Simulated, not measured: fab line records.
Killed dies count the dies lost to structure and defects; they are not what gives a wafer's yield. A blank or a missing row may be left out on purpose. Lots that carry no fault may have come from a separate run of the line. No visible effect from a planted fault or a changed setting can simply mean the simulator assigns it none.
Matching of chambers / flow nand harc / NHARC_A_CHANNEL_FILL_D2_ALD_02 on ald hk-02 has 4 sister chambers
The step deposits SiO2, target thk 6 nm, pulse time 10 s, ald cycles 60. 18 wafers are shown with their chamber, then 9 later ones without.

## WAFERS PAIRED WITH THEIR CHAMBERS
wafer=L077.2; chamber=1; heater power w (W)=431; precursor pulse height rel=0.985
wafer=L077.5; chamber=3; heater power w (W)=423; precursor pulse height rel=1.018
wafer=L077.6; chamber=0; heater power w (W)=546; precursor pulse height rel=1.022
wafer=L081.2; chamber=2; heater power w (W)=479; precursor pulse height rel=1.002
wafer=L081.3; chamber=1; heater power w (W)=423; precursor pulse height rel=1.005
wafer=L081.6; chamber=2; heater power w (W)=485; precursor pulse height rel=1.023
wafer=L082.2; chamber=1; heater power w (W)=419; precursor pulse height rel=1.030
wafer=L082.3; chamber=2; heater power w (W)=485; precursor pulse height rel=0.966
wafer=L082.4; chamber=3; heater power w (W)=439; precursor pulse height rel=1.030
wafer=L084.3; chamber=1; heater power w (W)=421; precursor pulse height rel=1.010
wafer=L084.4; chamber=3; heater power w (W)=445; precursor pulse height rel=0.997
wafer=L084.5; chamber=1; heater power w (W)=412; precursor pulse height rel=0.969
wafer=L083.2; chamber=3; heater power w (W)=447; precursor pulse height rel=1.011
wafer=L083.4; chamber=1; heater power w (W)=425; precursor pulse height rel=0.956
wafer=L083.6; chamber=3; heater power w (W)=458; precursor pulse height rel=1.012
wafer=L085.1; chamber=3; heater power w (W)=450; precursor pulse height rel=0.999
wafer=L085.5; chamber=0; heater power w (W)=564; precursor pulse height rel=0.978
wafer=L085.6; chamber=1; heater power w (W)=431; precursor pulse height rel=1.030

SIGNATURES, as means of the wafers listed above
reading=heater power w; chamber 0=555.00; chamber 1=423.14; chamber 2=483.00; chamber 3=443.67; scatter within a chamber=9.13
reading=precursor pulse height rel; chamber 0=1.00000; chamber 1=0.99786; chamber 2=0.99700; chamber 3=1.01117; scatter within a chamber=0.0245
Rule: a wafer's distance from a chamber is the root of the sum, over the readings, of the square of ((its reading less the chamber's mean) divided by the reading's scatter). The wafer belongs to the nearest chamber; if the next one is less than 2 further off, it can't be placed. The scatter: take each reading less its chamber's mean, square it, sum over the shown wafers, divide by the number of wafers less the number of chambers, and take the root.

## WAFERS WHOSE CHAMBER IS MISSING
wafer=L087.1; heater power w (W)=449; precursor pulse height rel=0.985
wafer=L087.4; heater power w (W)=565; precursor pulse height rel=0.992
wafer=L087.6; heater power w (W)=493; precursor pulse height rel=1.003
wafer=L088.1; heater power w (W)=564; precursor pulse height rel=0.989
wafer=L088.2; heater power w (W)=416; precursor pulse height rel=0.984
wafer=L088.4; heater power w (W)=446; precursor pulse height rel=1.020
wafer=L094.1; heater power w (W)=451; precursor pulse height rel=0.980
wafer=L094.4; heater power w (W)=507; precursor pulse height rel=0.966
wafer=L094.5; heater power w (W)=427; precursor pulse height rel=1.000

## CHAMBER TAKEN BY EACH
wafer=L087.1; from the rows above=can't be placed: 3 or 1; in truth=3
wafer=L087.4; from the rows above=0; in truth=0
wafer=L087.6; from the rows above=2; in truth=2
wafer=L088.1; from the rows above=0; in truth=0
wafer=L088.2; from the rows above=1; in truth=1
wafer=L088.4; from the rows above=3; in truth=3
wafer=L094.1; from the rows above=can't be placed: 3 or 1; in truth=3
wafer=L094.4; from the rows above=2; in truth=2
wafer=L094.5; from the rows above=can't be placed: 1 or 3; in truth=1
Correctly placed: 6 of 9. From these rows, 3 cannot be placed; in 3 the true chamber is one of the candidates. Placed wrongly: 0.
